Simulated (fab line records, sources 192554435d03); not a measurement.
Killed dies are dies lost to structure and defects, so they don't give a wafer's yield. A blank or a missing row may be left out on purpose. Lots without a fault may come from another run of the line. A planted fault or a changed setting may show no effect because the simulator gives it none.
fab line records | flow n5_finfet
record lots=3 wafers=8 last_day=15
route steps=1938 shown MOL_CONTACT_COAG@605 BEOL_M0_SAQP@632 PASSIVATION@1936
lots that met no fault: from a run of the same line without faults
start_h: hours from the record's first day to the start of the lot's first wafer shown | wait_h: hours since the lot's step before | " the same as in the row above | L1.1+2: a row that stands for several wafers | - no value, or no start given | * or withheld: withheld | < > ~ a bound
route shown NAME@n: a module of which the file shows steps, and the number in the route of the first | usual: mean/standard deviation of fault-free wafers | same: alike in all rows | chamber/n: place in a boat | sites: the reading at each site | _std_site: their standard deviation | _edge_site: outer sites' mean less inner sites' | radius_mm: how far each site lies from the wafer's centre | mask NAME#n: copy n | behind: the tool/chamber that last shaped the wafer | hold: why the lot was held/for how many hours/how that ended | device: the transistor (n, p or np) that didn't switch | end of line: the same wafers' tests at the end of the route | a step without rows: its recipe alone | killed: dies lost to structure and defects at the first sort, not the wafer's yield | map: a wafer's dies, x killed, . not, _ none there
set.NAME: the setting as run; set.NAME@STEP: as run at that earlier step | model.NAME: the simulator's own value behind a step, which no gauge read
lots at some steps of the route; a table a step, a row a wafer
services: from which hour (start_h, from the record's first day; less than 0 if before it) a tool's chamber was out of use, for how many hours, and why
## steps
# step N5_MOL_CONTACT_COAG_DESCUM_45
# recipe chemistry=O2 time_s=7 source_power_w=50 bias_power_w=20 pressure_mtorr=20 rf_frequency_hz=2.712e+07 temp_c=40 resist=CAR-EUV o2_flow_sccm=225
# step N5_MOL_CONTACT_COAG_ETCH_65
# recipe chemistry=N2/H2 target=underlayer target_depth_a=130 mask_material=CAR-EUV time_s=10.4 ion_energy_ev=200 pressure_mtorr=30 source_w=840 bias_w=150 n2_flow_sccm=200 h2_flow_sccm=200 ends=cleared
# step N5_MOL_CONTACT_COAG_ETCH_66
# recipe chemistry=CF4 target=SiARC target_depth_a=130 mask_material=CAR-EUV time_s=21.7 ion_energy_ev=80 pressure_mtorr=40 source_w=545 bias_w=36 Ar_flow_sccm=100 cf4_flow_sccm=100 ends=cleared
# step N5_MOL_CONTACT_COAG_ALD_133
# recipe material=SiO2 target_thk_a=50 temp_c=100 ald_precursor_family=BDEAS ald_co_reactant=O2-plasma pulse_time_s=1 co_reactant_pulse_time_s=1 purge_time_s=2 co_reactant_purge_time_s=2 ald_cycles=35 pressure_torr=2
# step N5_MOL_CONTACT_COAG_ETCHBACK_134
# recipe chemistry=CHF3 target=SiO2 target_depth_a=100 time_s=6.7 ion_energy_ev=200 pressure_mtorr=30 source_w=610 bias_w=170 Ar_flow_sccm=200 CHF3_flow_sccm=50
# step N5_MOL_CONTACT_COAG_ETCH_67
# recipe chemistry=N2/H2 target=SOC target_depth_a=600 overetch_a=210 mask_material=SiARC temp_c=40 time_s=101.2 ion_energy_ev=200 pressure_mtorr=30 source_w=840 bias_w=150 n2_flow_sccm=200 h2_flow_sccm=200
# step N5_MOL_CONTACT_COAG_STRIP_68
# recipe chemistry=N2/H2 temp_c=40 n2_flow_sccm=200 h2_flow_sccm=200 rf_frequency_hz=6e+07
# step N5_MOL_CONTACT_COAG_STRIP_69
# recipe chemistry=N2/H2 temp_c=40 n2_flow_sccm=200 h2_flow_sccm=200 rf_frequency_hz=6e+07
# step N5_MOL_CONTACT_COAG_ETCHBACK_136
# recipe chemistry=CHF3 target=SiO2 target_depth_a=250 time_s=16.7 ion_energy_ev=200 pressure_mtorr=30 source_w=610 bias_w=170 Ar_flow_sccm=200 CHF3_flow_sccm=50
# step N5_MOL_CONTACT_COAG_STRIP_120
# recipe chemistry=CHF3 resist=SiARC rf_frequency_hz=6e+07
# step N5_MOL_CONTACT_COAG_VIA_ETCH_117
# recipe chemistry=C4F6/O2 target_depth_a=400 overetch_a=80 mask_material=SOC target=SiO2 bias_w=455 pressure_mtorr=10 time_s=26 source_w=325 Ar_flow_sccm=300 C4F6_flow_sccm=10 O2_flow_sccm=10 ion_energy_ev=575.3 ends=end_point
# step N5_MOL_CONTACT_COAG_ETCH_124
# recipe chemistry=CH3F/O2 target=SiNx target_depth_a=65 mask_material=SOC stop_on=SiOC over_etch_frac=0.3 ion_energy_ev=120 pressure_mtorr=30 source_w=395 bias_w=73 Ar_flow_sccm=150 CH3F_flow_sccm=30 O2_flow_sccm=20 ends=end_point
# usual chamber_pressure_mTorr=30.001/0.028 drypump_motor_current_A=5.8/0.44 oes_product_au=0.68/0.078 rf_vpp_V=298/5.9 showerhead_plenum_p_Torr=2.01/0.08 throttle_valve_pct=16.27/0.23
# columns lot.wafer tool chamber start_h wait_h chamber_pressure_mTorr drypump_motor_current_A oes_product_au rf_hours_counter_h rf_vpp_V showerhead_plenum_p_Torr throttle_valve_pct model.SOC_of_MOL_CONTACT_COAG_COAT_62.thk_nm model.etch.depth_nm
L757.1 rie_diel-04 1 101.72 0.0 30.024 6.1 0.76 33 300 2.04 16.02 48.2 5.016
L757.2 " 2 " " 30.021 5.5 0.64 154 307 1.91 16.25 48.6 5.007
L757.3 " 0 " " 30.005 6.4 0.63 210 289 2.07 16.91 48.8 5.033
L768.1 rie_diel-05 0 171.70 0.0 29.975 6.6 0.70 101 299 2.10 16.34 48.8 4.992
L768.2 " 2 " " 29.972 5.1 0.78 16 294 2.14 15.92 48.8 5.023
L768.5 " 2 " " 29.959 5.1 0.78 - 293 2.14 15.94 48.8 4.959
L770.1 rie_diel-05 1 182.44 0.0 29.941 5.6 0.55 207 301 1.90 16.32 49.8 4.202
L770.3 " 3 " " 29.984 5.6 0.55 217 301 1.97 16.30 49.4 4.306
# step N5_MOL_CONTACT_COAG_ETCH_48
# recipe chemistry=C4F6/O2 target_depth_a=150 overetch_a=45 mask_material=SOC target=SiOC bias_w=465 pressure_mtorr=10 time_s=17 source_w=335 Ar_flow_sccm=300 C4F6_flow_sccm=10 O2_flow_sccm=10 ion_energy_ev=576
# usual chamber_pressure_mTorr=9.998/0.009 drypump_motor_current_A=5.8/0.43 oes_product_au=0.66/0.078 rf_vpp_V=1594/29 showerhead_plenum_p_Torr=2.86/0.11 throttle_valve_pct=40.5/0.48
# columns lot.wafer tool chamber start_h wait_h chamber_pressure_mTorr drypump_motor_current_A oes_product_au rf_hours_counter_h rf_vpp_V showerhead_plenum_p_Torr throttle_valve_pct model.SOC_of_MOL_CONTACT_COAG_COAT_62.thk_nm
L757.1 rie_diel-04 1 101.76 0.0 9.987 6.1 0.68 33 1600 2.89 40.5 45.4
L757.2 " 2 " " 9.998 5.5 0.62 154 1637 2.72 40.6 46
L757.3 " 0 " " 10.007 6.4 0.56 210 1550 2.94 41.7 46.4
L768.1 rie_diel-05 0 171.74 0.0 9.992 6.6 0.72 101 1602 2.97 40.8 46.2
L768.2 " 2 " " 10.008 5.1 0.72 16 1570 3.04 40.5 46.2
L768.5 " 2 " " 10.004 5.1 0.74 - 1569 3.04 40.4 46.2
L770.1 rie_diel-05 1 182.48 0.0 10.003 5.6 0.60 207 1608 2.69 40.2 47.2
L770.3 " 3 " " 10.001 5.7 0.59 217 1607 2.80 40.0 46.6
# step N5_MOL_CONTACT_COAG_STRIP_72
# recipe chemistry=N2/H2 power_w=450 temp_c=40 pressure_mtorr=20 rf_frequency_hz=6e+07 overash_fraction=3 bias_power_w=7 h2_frac=0.5 n2_flow_sccm=200 h2_flow_sccm=200
# step N5_MOL_CONTACT_COAG_STRIP_49
# recipe chemistry=N2/H2 time_s=30 power_w=1000 temp_c=250 pressure_mtorr=withheld n2_flow_sccm=1750 h2_flow_sccm=3250
# step N5_MOL_CONTACT_COAG_PRECLEAN_138
# recipe chemistry=alkaline_clean temp_c=60 time_s=60 do_ppb=50
# step N5_MOL_CONTACT_COAG_SRD_139
# recipe dry=ipa_marangoni time_s=30 temp_c=23 rinse_liquid=diw
# step N5_MOL_CONTACT_COAG_PRE_CLEAN_121
# recipe gas=H2/He time_s=* temp_c=withheld
# step N5_MOL_CONTACT_COAG_CVD_140
# recipe material=W target_thk_a=665 mode=selective_fill temp_c=300 time_s=215
# step N5_MOL_CONTACT_COAG_PRECLEAN_127
# recipe chemistry=DIW time_s=57.5 temp_c=23
# step N5_MOL_CONTACT_COAG_SRD_128
# recipe dry_time_s=32 dry=n2_spin spin_rpm=1500
# step N5_MOL_CONTACT_COAG_CMP_52
# recipe stop_on=SiO2 t_overpolish_s=1.5 post_cmp_clean=w_dilute_nh4oh down_force_psi=4 platen_rpm=50.289 pad_velocity_m_s=1.0006 target_thk_nm=66.5
# step N5_MOL_CONTACT_COAG_ANNEAL_112
# recipe temp_c=400 time_s=1800 ambient=HPD2 pressure_atm=10
# step N5_BEOL_M0_SAQP_PECVD_00
# recipe material=SiCN target_thk_a=80 temp_c=withheld precursor=3MS/NH3 pressure_torr=3 rf_w=202 time_s=14
# step N5_BEOL_M0_SAQP_ILD_DEP_01
# recipe material=SiOC target_thk_a=454.19 temp_c=350 precursor=DEMS/O2 pressure_torr=5 rf_w=500 time_s=8.7
# step N5_BEOL_M0_SAQP_HM_DEP_02
# recipe material=TiN target_thk_a=120 temp_c=25 chamber_pressure_pa=0.49996
# step N5_BEOL_M0_SAQP_PECVD_03
# recipe material=SiCN target_thk_a=120 temp_c=withheld precursor=3MS/NH3 pressure_torr=3 rf_w=202 time_s=21.1
# step N5_BEOL_M0_SAQP_PECVD_96
# recipe material=a-Si target_thk_a=450 temp_c=350 precursor=SiH4/He pressure_torr=3 rf_w=100 time_s=45.2
# step N5_BEOL_M0_SAQP_PECVD_97
# recipe material=SiNx target_thk_a=230 temp_c=350 precursor=SiH4/NH3/N2 pressure_torr=1.5 rf_w=300 time_s=19.9
# step N5_BEOL_M0_SAQP_PECVD_04
# recipe material=a-Si target_thk_a=600 temp_c=350 precursor=SiH4/He pressure_torr=3 rf_w=100 time_s=60.2
# step N5_BEOL_M0_SAQP_HM_DEP_111
# recipe material=SiO2 target_thk_a=120 temp_c=400 precursor=SiH4/N2O pressure_torr=0.75 rf_w=275 time_s=7.2
# step N5_BEOL_M0_SAQP_COAT_81
# recipe resist=SOC temp_c=250 time_s=60 spin_rpm=1500 resist_thk_nm=100
# step N5_BEOL_M0_SAQP_COAT_82
# recipe resist=SiARC temp_c=220 time_s=60 spin_rpm=1500 resist_thk_nm=30
# step N5_BEOL_M0_SAQP_COAT_08
# recipe resist=CAR-ArF spin_rpm=1500 resist_thk_nm=90
# step N5_BEOL_M0_SAQP_EBR_10
# recipe solvent=PGMEA ebr_width_mm=1.5
# step N5_BEOL_M0_SAQP_SOFTBAKE_09
# recipe temp_c=110 time_s=60 resist=CAR-ArF
# step N5_PASSIVATION_PROBE_49
# usual defect_limited_yield=91.4/1.5 killed_at_M0_to_M3=35/11 killed_at_M4_up=16/7 killed_at_contacts=11/5.3 killed_at_front_end=37/11 killed_at_other=3.1/2.8 killed_dies=102/18 killed_on_rim=13/3.7 killed_open=69/15 killed_short=31/7.8 sort_bin_5_function=5.1/1.1 sort_bin_6_memory=3.2/0.69 sort_n_pass=1078/18 sort_yield_pct=91.4/1.5
# same gross_dies=1180 killed_at_back_side=0 sort_bin_4_leakage[%]=0 sort_bin_8_speed[%]=0
# columns lot.wafer tool chamber start_h wait_h defect_limited_yield[%] killed_at_M0_to_M3 killed_at_M4_up killed_at_contacts killed_at_front_end killed_at_other killed_dies killed_on_rim killed_open killed_short sort_bin_5_function[%] sort_bin_6_memory[%] sort_n_pass sort_yield_pct[%]
L770.1 prober-02 - 350.79 0.0 84.3 55 24 72 31 3 185 26 90 28 11.6 3.7 995 84.3
L770.3 prober-02 - 350.89 0.1 88.7 45 22 33 30 3 133 28 82 30 7.2 3.9 1047 88.7
# killed by level:class
L770.1 MOL_CONTACT_COAG:area_etch=67 BEOL_M1:geometric_particle:open=21 BEOL_M4:geometric_particle:open=16 BEOL_M3:geometric_particle:open=14 STI_FIN_REVEAL:geometric_particle:open=8 BEOL_M0_SAQP:geometric_particle:short=6 FIN_SAQP:geometric_particle:short=5 BEOL_M0_SAQP:geometric_particle:open=5
L770.3 MOL_CONTACT_COAG:area_etch=19 BEOL_M4:geometric_particle:open=13 BEOL_M2:geometric_particle:open=11 MOL_CONTACT_COAG:geometric_particle:open=10 FIN_SAQP:geometric_particle:open=9 BEOL_M0_SAQP:geometric_particle:short=8 BEOL_M1:geometric_particle:open=8 BEOL_M3:geometric_particle:open=7
# map L770.1 (x killed, . not)
_________________xxx..x......________________
______________......x.x.....x..._____________
___________x..xx.....x.x...x....xx.__________
__________..x..x...x................_________
________.x..xxx.....x.x......x........_______
_______x..xx..x...xx.x....x...........x______
______..x.xxxx....x...x.x........x....x._____
_____......x........x..x..x..........xx.x____
____........x..........x..x.x..........x.x___
___x..xx.x.......x...................xx.xxx__
___x.x.........................x..x.....xxx__
__....xxx.....x..x..x............x.x..x...x._
__x...........x.x......xx.................x._
_.xx........x...x....x.......x.x.........xx..
_..........x.........x.....................x.
_....x.............x....x.................x..
_..............x.x......................x....
_..........x..x.......x..x.x.....x.........xx
_.....x..x.x......x.........x.x.......x..x...
_.x......xx.................x.....xx.........
_x....xx.....x....xx....x....................
__.x..............x..xx....................._
__.........x..x.................x...x.xx...._
___.x..x....x...........x............x.x...__
___...................x..........x..x..x...__
____....x...x............x..x..x..........___
_____....xxx.x..x..........x.............____
______....xxx......x......x..........x.._____
_______.....x...................x.x....______
________.....x..............x........._______
__________....................xx...._________
___________...............x..x.....__________
______________.................._____________
_________________x...........________________
# map L768.1 (x killed, . not)
_________________.....xx....x________________
______________x.........x......._____________
___________..........x......x....x.__________
__________..............x..........._________
________.........x..x...........x....._______
_______........................x.......______
______...........x........x......x......_____
_____................x......x...x........____
____.x........x.......................x...___
___......................x.........x.......__
___...x....x..........x............xx......__
__.x.....x..........x.............x....xx..._
__.................x..x.......x.x.x........._
_............................................
_.........x..x.....x.x................x..x...
_.......x...............x....x..x...x....x...
_......x......x.....xx..x...................x
_....x.....x........x....x..................x
_.....x...x.........x........................
_...................x........................
_........x........x..x............x..........
__...............x............x.......x...x._
__...x...x.x..x..x.x.....x...x.........x..x._
___.............................x........x.__
___................x.................x.....__
____....x..............x........x...x.....___
_____....................................____
______........x..x....xx................_____
_______..x............x........x.....x.______
________.......................x......_______
__________....x....x...x...x........_________
___________........................__________
______________......x..........x_____________
_________________.......x.x..________________
## services
# columns tool chamber start_h hours kind
rie_diel-05 2 91.55 11.1 repair
rie_diel-05 2 102.69 - clean
rie_diel-05 2 102.69 - consumable_replace:focus_ring
rie_diel-05 2 102.69 - consumable_replace:showerhead
rie_diel-05 2 102.69 17.7 scheduled_down
rie_diel-05 2 102.69 17.7 vent_cycle
rie_diel-04 2 122.02 1.8 repair
rie_diel-05 0 166.50 3.8 repair
rie_diel-05 3 168.28 4.5 repair
rie_diel-04 3 176.86 - clean
rie_diel-04 3 176.86 - consumable_replace:focus_ring
rie_diel-04 3 176.86 19.3 scheduled_down
rie_diel-04 3 176.86 19.3 vent_cycle
## key
first_sign step=N5_PASSIVATION_PROBE_49 reading=killed_at_contacts direction=up sigmas=7.8 usual=11 struck=52
effect step=N5_PASSIVATION_PROBE_49 reading=sort_bin_5_function direction=up sigmas=4.1 usual=5.1 struck=9.4 wafers_moved=1
model_effect step=N5_MOL_CONTACT_COAG_ETCH_124 value=SOC_of_MOL_CONTACT_COAG_COAT_62.thk_nm without=48.6 struck=49.6
model_effect step=N5_MOL_CONTACT_COAG_ETCH_48 value=SOC_of_MOL_CONTACT_COAG_COAT_62.thk_nm without=45.9 struck=46.9
more_kills_born_at N5_MOL_CONTACT_COAG_ETCH_124@rie_diel-05=86
met_at N5_MOL_CONTACT_COAG_ETCH_124
struck_wafers L770.1,L770.3
onset_between 171.70 182.44
also_fits time
fault kind=process_parameter_drift tool=rie_diel-05 chamber=- onset_h=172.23 steps=N5_MOL_CONTACT_COAG_ETCH_124 channel=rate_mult offset=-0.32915 shape=step end_h=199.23 scope=struck_wafers_only
